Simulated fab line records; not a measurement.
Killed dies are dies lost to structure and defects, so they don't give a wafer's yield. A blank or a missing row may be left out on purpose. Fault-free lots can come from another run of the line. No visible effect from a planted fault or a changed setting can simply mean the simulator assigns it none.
Which tool was responsible? ; flow n5Finfet ; 10 lots with 29 wafers sampled at 4 steps, on a route of 1938 steps

WHAT THE GAUGES READ, wafer by wafer
N5_BEOL_M4_RC_MEAS_101. Usual: DIBL_N 36.0 mV/V, standard deviation 1.9; DIBL_P 36.0 mV/V, standard deviation 2.1; IOFF_N 0.155 nA/um, standard deviation 0.029; IOFF_N_85C 3.0 nA/um, standard deviation 0.46; IOFF_N_LIN 0.072 nA/um, standard deviation 0.011; IOFF_N_LONG 5.52e-05 nA/um, standard deviation 2.9e-06; IOFF_P 0.20 nA/um, standard deviation 0.032; ION_N 672 uA/um, standard deviation 11; ION_P 461 uA/um, standard deviation 6.9; SS_N 71.5 mV/dec, standard deviation 0.58; SS_P 73.2 mV/dec, standard deviation 0.64; VT_N 250.4 mV, standard deviation 2.9; VT_N_LONG 275.2 mV, standard deviation 1.9; VT_N_LVT 98 mV, standard deviation 3.1; VT_P -251.0 mV, standard deviation 2.8.
lot;measured;on;DIBL_N (mV/V);DIBL_P (mV/V);IOFF_N (nA/um);IOFF_N_85C (nA/um);IOFF_N_LIN (nA/um);IOFF_N_LONG (nA/um);IOFF_P (nA/um);ION_N (uA/um);ION_P (uA/um);SS_N (mV/dec);SS_P (mV/dec);VT_N (mV);VT_N_LONG (mV);VT_N_LVT (mV);VT_P (mV);flag
L633;day 8 12:22;prober-02;34.5 35.0 35.1;33.8 35.0 34.7;0.124 0.131 0.136;2.6 2.7 2.8;0.060 0.062 0.064;5.34e-05 5.29e-05 5.37e-05;0.16 0.17 0.16;676 659 661;455 446 451;70.4 71.1 70.7;72.2 72.5 72.9;254.2 253.3 251.9;274.3 274.8 275.4;101 101 100;-256.0 -252.8 -257.8;
L634;day 8 17:25;prober-02;36.5 34.5 34.4;35.3 33.6 33.3;0.129 0.114 0.112;2.6 2.3 2.3;0.062 0.058 0.057;5.13e-05 5.24e-05 5.29e-05;0.19 0.18 0.17;654 672 666;452 470 462;71.4 71.0 70.8;73.9 72.9 72.3;254.5 254.6 254.9;277.9 277.4 277.2;103 104 105;-251.4 -251.4 -253.8;
L635;day 8 19:13;prober-01;34.9 35.2 36.4;34.6 35.3 35.9;0.145 0.160 0.168;2.9 3.2 3.3;0.070 0.077 0.079;6.12e-05 6.09e-05 6.09e-05;0.22 0.22 0.22;661 670 669;457 462 460;71.4 71.6 72.3;72.4 73.1 72.6;249.4 245.6 247.4;274.1 274.0 273.8;99 96 97;-248.6 -248.3 -250.0;
L636;day 8 19:07;prober-02;38.1 39.6 39.5;39.4 40.4 39.7;0.192 0.218 0.213;3.6 4.0 3.9;0.087 0.093 0.094;5.81e-05 5.85e-05 5.87e-05;0.26 0.27 0.27;696 682 705;475 466 478;71.6 72.0 71.0;74.1 73.4 73.7;247.3 244.8 247.4;276.8 273.0 274.7;95 94 94;-244.9 -248.1 -247.3;
L637;day 9 18:07;prober-01;34.8 36.1;34.1 35.2;0.124 0.143;2.5 2.8;0.060 0.067;5.47e-05 5.45e-05;0.19 0.20;666 660;460 460;71.1 71.8;72.9 73.1;252.0 251.5;277.3 277.6;101 101;-249.1 -249.3;
L646;day 11 06:49;prober-01;35.9 34.2 37.2;36.1 34.0 36.8;0.174 0.141 0.195;3.3 2.8 3.7;0.082 0.068 0.088;5.78e-05 5.72e-05 5.87e-05;0.21 0.17 0.22;683 652 689;463 451 462;71.9 71.5 72.0;73.4 73.0 74.3;245.5 252.5 247.2;275.4 275.2 274.8;96 100 96;-251.0 -252.2 -251.3;
L647;day 11 16:44;prober-01;35.7 33.4 33.0;35.4 32.3 32.2;0.163 0.118 0.117;3.2 2.5 2.5;0.075 0.058 0.059;5.81e-05 5.82e-05 5.8e-05;0.23 0.18 0.18;669 667 662;469 465 467;70.7 70.2 70.9;73.5 73.1 72.9;247.3 252.6 249.7;273.2 272.8 271.2;97 101 101;-248.7 -250.8 -249.4;
L648;day 12 00:05;prober-01;36.6 35.1 34.9;38.4 36.3 36.3;0.020 0.017 0.017;0.6 0.5 0.5;0.009 0.008 0.008;2.31e-05 2.34e-05 2.34e-05;0.22 0.18 0.19;549 547 540;465 463 463;71.1 71.1 71.4;73.3 73.1 72.7;308.9 309.1 308.3;335.7 336.3 336.0;156 157 160;-251.8 -254.8 -253.8;OFF
L651;day 12 19:56;prober-02;36.7 37.2 38.1;37.7 38.2 40.4;0.021 0.022 0.024;0.6 0.6 0.6;0.009 0.010 0.011;2.48e-05 2.41e-05 2.37e-05;0.23 0.24 0.28;549 537 553;470 460 475;71.7 71.4 72.0;73.8 74.2 74.6;308.9 305.7 306.1;334.7 334.7 334.9;157 156 153;-248.9 -247.8 -245.5;OFF
L653;day 13 15:59;prober-02;38.0 36.2 38.5;36.8 35.3 37.9;0.169 0.148 0.187;3.2 2.9 3.5;0.077 0.069 0.082;5.33e-05 5.37e-05 5.3e-05;0.22 0.20 0.23;676 673 679;469 462 460;72.0 70.9 71.9;73.9 73.6 74.0;249.1 250.4 246.4;276.5 275.8 273.8;99 100 97;-247.3 -249.4 -247.4;

EACH LOT AND THE TOOL THAT RAN IT (in order: tool; ch and the chambers of the sampled wafers; start)
lot;N5_HKMG_FIN_WET_ETCH_18;N5_BEOL_M4_ANNEAL_89;N5_BEOL_M4_ANNEAL_95
L633;wetBench-04 ch 2,4,5, day 4 06:26;pvdSputter-01, day 8 09:59;pvdSputter-01, day 8 10:39
L634;wetBench-04 ch 0,5,6, day 4 12:34;pvdSputter-02, day 8 14:52;pvdSputter-02, day 8 15:31
L635;wetBench-04 ch 0,4,5, day 4 16:50;pvdSputter-02, day 8 17:04;pvdSputter-02, day 8 17:43
L636;wetBench-04 ch 0,3,5, day 4 23:34;pvdSputter-01, day 8 16:56;pvdSputter-01, day 8 17:36
L637;wetBench-04 ch 0,4, day 5 08:04;pvdSputter-03, day 9 15:47;pvdSputter-03, day 9 16:26
L646;wetBench-04 ch 4,5,6, day 7 08:58;pvdSputter-03, day 11 04:28;pvdSputter-03, day 11 05:08
L647;wetBench-04 ch 0,5,7, day 7 18:28;pvdSputter-02, day 11 14:40;pvdSputter-02, day 11 15:20
L648;wetBench-04 ch 5,6,7, day 8 04:20;pvdSputter-02, day 11 22:01;pvdSputter-02, day 11 22:40
L651;wetBench-04 ch 1,5,6, day 8 16:19;pvdSputter-01, day 12 18:02;pvdSputter-01, day 12 18:42
L653;wetBench-05 ch 2,3,4, day 9 08:41;pvdSputter-02, day 13 14:04;pvdSputter-02, day 13 14:44
- N5_HKMG_FIN_WET_ETCH_18: etches TiN in SC1, time 55 s, target depth 5.2 nm, rinse time 30 s.
- N5_BEOL_M4_ANNEAL_89: time 240 s.
- N5_BEOL_M4_ANNEAL_95: time 240 s.

WHAT THE TOOLS THEMSELVES READ (means of the sampled wafers that have a number; where no wafer has one, the mark that the record gives instead)
N5_BEOL_M4_ANNEAL_89. Usual: heaterPowerW at 848 W, with a standard deviation of 100.
lot;tool;heaterPowerW (W);flag
L633;pvdSputter-01;840;
L634;pvdSputter-02;808;
L635;pvdSputter-02;849;
L636;pvdSputter-01;848;
L637;pvdSputter-03;766;
L646;pvdSputter-03;829;
L647;pvdSputter-02;832;
L648;pvdSputter-02;802;
L651;pvdSputter-01;838;
L653;pvdSputter-02;880;

N5_BEOL_M4_ANNEAL_95. Usual: heaterPowerW at 850 W, with a standard deviation of 100.
lot;tool;heaterPowerW (W);flag
L633;pvdSputter-01;843;
L634;pvdSputter-02;795;
L635;pvdSputter-02;830;
L636;pvdSputter-01;855;
L637;pvdSputter-03;762;
L646;pvdSputter-03;824;
L647;pvdSputter-02;817;
L648;pvdSputter-02;798;
L651;pvdSputter-01;837;
L653;pvdSputter-02;881;

THE ANSWER, worked out from the rows above alone
Rule: lot off if the mean of its wafers having a number is beyond 3 standard deviations from the usual mean. Also off: a lot with no number at a reading for which 4 or more lots have one. Where the step has rows for the other lots, those lots are counted as sound. After the gauges, taken in route order, come the tools' own readings; for these a lot's mean is taken, as printed above. The first step at which some lot is off is used, and at that step the reading that is off furthest; a lot without a number counts as furthest.
Off: L648, L651, seen at N5_BEOL_M4_RC_MEAS_101 (VT_N_LONG).
A tool fits if, at a process step before that reading, it ran every lot that is off, and no sound lot after the first of them. The gauges at N5_BEOL_M4_RC_MEAS_101 are tried like those tools. One fits: N5_HKMG_FIN_WET_ETCH_18 on wetBench-04. A fault onset in the window from L647 (day 7 18:28, its last sound lot) to L648 (day 8 04:20, its first lot off) fits.

WHAT THE SIMULATOR PUT IN
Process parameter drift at N5_HKMG_FIN_WET_ETCH_18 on wetBench-04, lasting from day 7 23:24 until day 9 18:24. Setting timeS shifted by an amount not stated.
Struck lots among those shown: L648, L651. The rule given above showed the same thing.
